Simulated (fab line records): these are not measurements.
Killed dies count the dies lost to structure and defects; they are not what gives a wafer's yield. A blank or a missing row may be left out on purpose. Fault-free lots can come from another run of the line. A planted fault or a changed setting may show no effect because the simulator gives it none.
Chamber matching || flow n5 finfet || 4 sister chambers for N5_DUMMY_GATE_CMP_04 on cmp-03
The step polishes a-Si. 16 wafers are shown with their chamber, then 8 later ones without.

WAFERS, EACH WITH ITS CHAMBER
{"wafer": "L078.1", "chamber": 2, "motor current A (A)": 9.4, "time to endpoint s (s)": 14.3}
{"wafer": "L078.2", "chamber": 1, "motor current A (A)": 9.3, "time to endpoint s (s)": 15.7}
{"wafer": "L078.5", "chamber": 2, "motor current A (A)": 9.6, "time to endpoint s (s)": 12.7}
{"wafer": "L080.3", "chamber": 2, "motor current A (A)": 9.3, "time to endpoint s (s)": 15.2}
{"wafer": "L080.4", "chamber": 0, "motor current A (A)": 9.8, "time to endpoint s (s)": 11.4}
{"wafer": "L080.5", "chamber": 3, "motor current A (A)": 10.8, "time to endpoint s (s)": 13.8}
{"wafer": "L081.1", "chamber": 1, "motor current A (A)": 9.0, "time to endpoint s (s)": 18.8}
{"wafer": "L081.5", "chamber": 0, "motor current A (A)": 9.8, "time to endpoint s (s)": 15.3}
{"wafer": "L081.6", "chamber": 3, "motor current A (A)": 10.5, "time to endpoint s (s)": 17.1}
{"wafer": "L082.2", "chamber": 2, "motor current A (A)": 9.3, "time to endpoint s (s)": 15.9}
{"wafer": "L082.3", "chamber": 1, "motor current A (A)": 8.7, "time to endpoint s (s)": 16.8}
{"wafer": "L082.6", "chamber": 1, "motor current A (A)": 8.9, "time to endpoint s (s)": 17.2}
{"wafer": "L084.1", "chamber": 1, "motor current A (A)": 9.3, "time to endpoint s (s)": 15.4}
{"wafer": "L084.3", "chamber": 2, "motor current A (A)": 9.3, "time to endpoint s (s)": 15.6}
{"wafer": "L084.4", "chamber": 3, "motor current A (A)": 10.4, "time to endpoint s (s)": 14.0}
{"wafer": "L085.1", "chamber": 0, "motor current A (A)": 9.6, "time to endpoint s (s)": 11.0}

SIGNATURES (means of the wafers above)
{"reading": "motor current A", "chamber 0": 9.733, "chamber 1": 9.040, "chamber 2": 9.380, "chamber 3": 10.567, "scatter within a chamber": 0.194}
{"reading": "time to endpoint s", "chamber 0": 12.567, "chamber 1": 16.780, "chamber 2": 14.740, "chamber 3": 14.967, "scatter within a chamber": 1.64}
Rule: for a wafer and a chamber, the distance is found by dividing, reading by reading, the gap between the wafer's reading and the chamber's mean by the reading's scatter, squaring, summing and taking the root. The wafer belongs to the nearest chamber; if the next one is less than 2 further off, it can't be placed. The scatter: take each reading less its chamber's mean, square it, sum over the shown wafers, divide by the number of wafers less the number of chambers, and take the root.

WAFERS WITHOUT THEIR CHAMBER
{"wafer": "L085.4", "motor current A (A)": 10.4, "time to endpoint s (s)": 13.6}
{"wafer": "L085.6", "motor current A (A)": 10.5, "time to endpoint s (s)": 11.0}
{"wafer": "L092.2", "motor current A (A)": 8.6, "time to endpoint s (s)": 11.4}
{"wafer": "L092.3", "motor current A (A)": 10.5, "time to endpoint s (s)": 14.5}
{"wafer": "L092.4", "motor current A (A)": 9.6, "time to endpoint s (s)": 14.1}
{"wafer": "L093.1", "motor current A (A)": 9.8, "time to endpoint s (s)": 15.5}
{"wafer": "L093.3", "motor current A (A)": 9.2, "time to endpoint s (s)": 13.0}
{"wafer": "L093.6", "motor current A (A)": 9.5, "time to endpoint s (s)": 15.7}

CHAMBER TAKEN BY EACH
{"wafer": "L085.4", "from the rows above": 3, "in truth": 3}
{"wafer": "L085.6", "from the rows above": "can't be placed: 3 or 0", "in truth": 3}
{"wafer": "L092.2", "from the rows above": "can't be placed: 1 or 2 or 0", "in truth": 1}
{"wafer": "L092.3", "from the rows above": 3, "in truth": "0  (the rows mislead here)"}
{"wafer": "L092.4", "from the rows above": "can't be placed: 0 or 2", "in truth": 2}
{"wafer": "L093.1", "from the rows above": "can't be placed: 0 or 2", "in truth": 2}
{"wafer": "L093.3", "from the rows above": "can't be placed: 2 or 1 or 0", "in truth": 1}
{"wafer": "L093.6", "from the rows above": "can't be placed: 2 or 0 or 1", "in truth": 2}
1 of 8 placed correctly. From these rows, 6 cannot be placed; in 6 the true chamber is one of the candidates. Placed wrongly: 1.
